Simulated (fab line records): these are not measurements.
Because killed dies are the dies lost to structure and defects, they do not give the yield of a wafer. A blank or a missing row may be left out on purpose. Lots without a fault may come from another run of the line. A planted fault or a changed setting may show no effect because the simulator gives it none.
Chamber matching -- flow nand_harc -- rie_diel-09 running NHARC_A_M1_DESCUM_14: 4 sister chambers
The step chemistry O2, time 3 s. 4 wafers are shown with their chamber, then 12 later ones without.

## WAFERS WITH THEIR CHAMBER
wafer,chamber,drypump_motor_current_A (A)
L086.2,0,5.3
L090.1,2,6.2
L090.3,1,6.5
L090.6,3,5.5

## WAFERS WHOSE CHAMBER IS MISSING
wafer,drypump_motor_current_A (A)
L092.1,5.5
L092.4,6.6
L092.6,6.6
L092.2,6.2
L092.3,5.3
L092.5,6.2
L096.3,5.3
L096.5,6.2
L096.6,5.5
L097.1,5.5
L097.2,6.5
L097.6,5.5

## CHAMBER TAKEN BY EACH
wafer,from the rows above,in truth
L092.1,3,3
L092.4,1,1
L092.6,1,1
L092.2,2,2
L092.3,0,0
L092.5,2,2
L096.3,0,0
L096.5,2,2
L096.6,3,3
L097.1,3,3
L097.2,1,1
L097.6,3,3
Correct placement for 12 of the 12. Number that these rows cannot place: 0. Number placed wrongly: 0.
How it was worked out, from the rows above alone: a wafer's distance from a chamber is the root of the sum, over the readings, of the square of ((its reading less the chamber's mean) divided by the reading's scatter). If the next closest chamber is less than 2 further off than the closest, the wafer can't be placed; otherwise it belongs to the closest. Each chamber's mean is taken over the wafers shown for it. The scatter: root of mean squared gap, hidden wafer to nearest shown wafer, with one shown wafer a chamber.
